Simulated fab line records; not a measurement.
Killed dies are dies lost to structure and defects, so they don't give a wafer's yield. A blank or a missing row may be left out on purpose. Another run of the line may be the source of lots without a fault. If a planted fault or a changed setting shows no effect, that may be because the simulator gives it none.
Struck lot and sound lot, side by side :: flow n5_finfet :: 31 out of 1938 route steps
Sound: wafers L168.1, L168.3, L168.5. Wafers L181.2, L181.3, L181.5 were the ones struck. The cause is given at the end.
Per side, at each step with rows, come the tool, then ch with its chambers, and then its first start. Under that, the readings that differ: sound wafers :: struck wafers :: difference of the means :: sigmas: that difference in standard deviations of wafers without a fault.
alike: same words and numbers on both sides, and readings whose means sit less than 2 such deviations apart. not compared: any withheld reading, any reading some wafer has no value for, any bound like >300 that may hide the same value, and any number with overlapping values for which the record gives no deviation.
The two part at a step that has a row with sigmas, a row that says differs or no value, or rows on one side only. Numbers that don't overlap but have no deviation are shown without sigmas and don't part them. A reading missing from all wafers of one side parts the sides only when that side holds two or more wafers.

first, 10 steps without rows for these wafers: N5_FIN_CUT_STRIP_22 (strips in N2/H2); N5_FIN_CUT_PRECLEAN_36 (cleans in O3/DIW, time 60 s); N5_FIN_CUT_SRD_32 (time 30 s); N5_FIN_CUT_UV_OZONE_34 (time 120 s); N5_STI_FIN_REVEAL_ALD_00 (deposits SiO2, target thk 1 nm, pulse time 1 s); N5_STI_FIN_REVEAL_ALD_14 (deposits Si3N4, target thk 3 nm); N5_STI_FIN_REVEAL_FCVD_FILL_01 (material SiO2 flowable, target thk 312 nm, time 512.2 s); N5_STI_FIN_REVEAL_DENSIFY_02 (time 1800 s); N5_STI_FIN_REVEAL_CMP_04 (polishes, stops on Si3N4, t overpolish 4 s, target thk 131.83 nm); N5_STI_FIN_REVEAL_DENSIFY_30.
N5_STI_FIN_REVEAL_ETCHBACK_08: etches SiO2 in C4F6/O2, target depth 30.5 nm, time 10.167 s.
  sound on rie_diel-02 ch 0,2,3, day 4 03:29; struck on rie_diel-02 ch 1,2, day 7 11:39
  alike: drypump_motor_current_A, oes_ar_750_au, oes_f_703_au, oes_product_au, rf_vpp_V, showerhead_plenum_p_Torr, throttle_valve_pct
  not compared: rf_hours_counter_h
then, 16 steps without rows for these wafers: N5_STI_FIN_REVEAL_STRIP_24 (strips in N2/H2, time 90 s); N5_STI_FIN_REVEAL_PRECLEAN_25 (cleans in SPM, time 90 s); N5_STI_FIN_REVEAL_PRECLEAN_26 (cleans in SC1, time 45 s); N5_STI_FIN_REVEAL_PRECLEAN_29 (cleans in DHF, time 30 s); N5_STI_FIN_REVEAL_SRD_12 (time 30 s); N5_STI_FIN_REVEAL_RECESS_09 (chemistry HF/NH3, target SiO2, afs cycles 11, target depth 42.5 nm, sublimation time 60 s); N5_STI_FIN_REVEAL_STRIP_16 (strips SiNx in H3PO4, target depth 23.8 nm); N5_STI_FIN_REVEAL_PRECLEAN_17 (cleans in NF3:NH3, afs cycles 1, time 20 s, sublimation time 60 s); N5_STI_FIN_REVEAL_ETCH_34 (etches Si in H2, material Si, target depth 0.97 nm); N5_STI_FIN_REVEAL_OXIDATION_31 (chemistry O2 PLASMA REMOTE, time 20 s); N5_STI_FIN_REVEAL_PRECLEAN_32 (cleans in NF3:NH3, afs cycles 1, time 20 s, sublimation time 60 s); N5_STI_FIN_REVEAL_STRIP_35 (strips Si3N4 in H3PO4, target depth 4 nm, time 39 s); N5_STI_FIN_REVEAL_SRD_21 (time 30 s); N5_STI_FIN_REVEAL_OXIDATION_33 (chemistry O2 PLASMA REMOTE, time 20 s); N5_STI_FIN_REVEAL_CLEAN_19 (cleans in O3/DIW, time 120 s); N5_STI_FIN_REVEAL_SRD_23 (time 30 s).
N5_STI_FIN_REVEAL_FIN_H_MEAS_10:
  sound: ocd-02 at day 4 06:34; struck: ocd-02 at day 7 14:36
reading: trench_depth_nm (nm)
sound: 52.1 51.9 51.5
struck: 54.1 53.1 54.1
difference: +1.9
sigmas: +3
then, 1 step without rows for these wafers: N5_STI_FIN_REVEAL_PRECLEAN_18 (cleans in SC2, time 45 s).
-- here the record skips 6 days between the struck wafers' starts before and after, leaving off in module STI_FIN_REVEAL and picking up in module BEOL_M4 (first step shown: number 1111 of the route) --
N5_BEOL_M4_RC_MEAS_101:
  sound on prober-02 ch 0, day 10 03:49; struck on prober-02 ch 0, day 13 08:22
reading: ION_N (uA/um)
sound: 669 673 652
struck: 691 701 713
difference: +37
sigmas: +3

reading: ION_P (uA/um)
sound: 456 462 446
struck: 468 471 480
difference: +18
sigmas: +3
  alike: DIBL_N, DIBL_P, IOFF_N, IOFF_P, SS_N, SS_P, VT_N, VT_P
N5_PASSIVATION_PROBE_49:
  the record holds rows for the sound wafers here (prober-01, day 14 07:21) but none for the struck ones

## WHERE THEY PART
Earliest at N5_STI_FIN_REVEAL_FIN_H_MEAS_10; latest, in this record, at N5_PASSIVATION_PROBE_49.

WHY: whatever the simulator had introduced
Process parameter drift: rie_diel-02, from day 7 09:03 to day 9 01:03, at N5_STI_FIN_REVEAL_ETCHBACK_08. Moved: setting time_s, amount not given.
